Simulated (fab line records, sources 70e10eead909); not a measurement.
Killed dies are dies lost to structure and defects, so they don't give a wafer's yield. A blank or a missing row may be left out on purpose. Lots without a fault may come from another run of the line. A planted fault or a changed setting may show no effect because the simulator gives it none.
A struck lot beside a sound one | flow nand_harc | 14 steps out of a route of 1159
Sound: wafers L123.1, L123.3, L123.5. Struck: wafers L131.3, L131.4, L131.6. The cause comes at the end.
At each step with rows: each side's tool, then ch and its chambers, then its first start. Under that, the readings that differ: sound wafers | struck wafers | difference of the means | sigmas: that difference in standard deviations of wafers without a fault.
alike: readings whose means differ by less than 2 such deviations, and words and numbers that are the same on both sides. not compared: withheld readings, readings that some wafer has no value for, bounds like >300 that may hide the same value, and numbers for which the record gives no deviation and whose values overlap.
The two part at a step that has a row with sigmas, a row that says differs or no value, or rows on one side only. Numbers that don't overlap but have no deviation are shown without sigmas and don't part them. A reading that every wafer of one side lacks parts them only if that side has two wafers or more.

NHARC_P_ZERO_WELL_DESCUM_13: chemistry O2, time 3 s.
  sound on rie_diel-08 ch 1,2,3, day 1 19:24; struck on rie_diel-13 ch 0,2,3, day 3 19:27
  alike: drypump_motor_current_A, oes_product_au, rf_vpp_V, showerhead_plenum_p_Torr, throttle_valve_pct
  not compared: rf_hours_counter_h
NHARC_P_ZERO_WELL_ETCH_65: etches the open film in N2/H2, target depth 80 nm, overetch 24 nm, time 87.88 s.
  sound on rie_diel-08 ch 1,2,3, day 1 19:30; struck on rie_diel-13 ch 1,3, day 3 19:31
  alike: drypump_motor_current_A, n2_flow_sccm, oes_product_au, rf_vpp_V, showerhead_plenum_p_Torr, throttle_valve_pct
  not compared: rf_hours_counter_h
NHARC_P_ZERO_WELL_ETCH_62: etches the open film in CHF3/Ar, target depth 13 nm, time 6.5 s.
  sound on rie_diel-08 ch 1,3; struck on rie_diel-13 ch 0,2
  alike: drypump_motor_current_A, oes_product_au, rf_vpp_V, showerhead_plenum_p_Torr, throttle_valve_pct
  not compared: rf_hours_counter_h
NHARC_P_ZERO_WELL_ETCH_63: etches the open film in HBr/Cl2, target depth 120 nm, time 40.1 s.
  sound on rie_si-03 ch 1,2,3, day 1 19:40; struck on rie_si-06 ch 0,1,3, day 3 19:43
  alike: drypump_motor_current_A, hbr_flow_sccm, oes_product_au, throttle_valve_pct
  not compared: rf_hours_counter_h
then, 8 steps without rows for these wafers: NHARC_P_ZERO_WELL_STRIP_15 (strips in SPM, time 900 s); NHARC_P_ZERO_WELL_DEHYDRATE_16 (time 120 s); NHARC_P_ZERO_WELL_HMDS_17 (time 30 s); NHARC_P_ZERO_WELL_COAT_18; NHARC_P_ZERO_WELL_SOFTBAKE_19 (time 95 s); NHARC_P_ZERO_WELL_EBR_20; NHARC_P_ZERO_WELL_EXPOSE_21 (exposes mask P NWELL, target cd 720 nm); NHARC_P_ZERO_WELL_PEB_22 (peb time 85 s).
NHARC_P_ZERO_WELL_DEVELOP_23: time 70 s.
  sound on litho_track-02 ch 0, day 1 20:00; struck on litho_track-07, day 3 20:00
  no value came back on the struck wafers for chill_plate_temp_C (C), exhaust_pa (Pa), time_s (s); on the sound wafers chill_plate_temp_C (C) reads 23.02 22.90 23.01
NHARC_P_ZERO_WELL_CD_MEAS_24: target cd 720 nm.
  sound on cd_sem-02 ch 0, day 1 20:28; struck on cd_sem-01 ch 0, day 3 20:37
  alike: cd_nm

WHERE THEY PART
Only at NHARC_P_ZERO_WELL_DEVELOP_23, within this record. Later steps at which nothing parts them and some readings are alike: NHARC_P_ZERO_WELL_CD_MEAS_24.

WHY: what the simulator had put in
Skipped step whole: litho_track-07, from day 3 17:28 on, at NHARC_P_ZERO_WELL_DEVELOP_23. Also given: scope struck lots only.
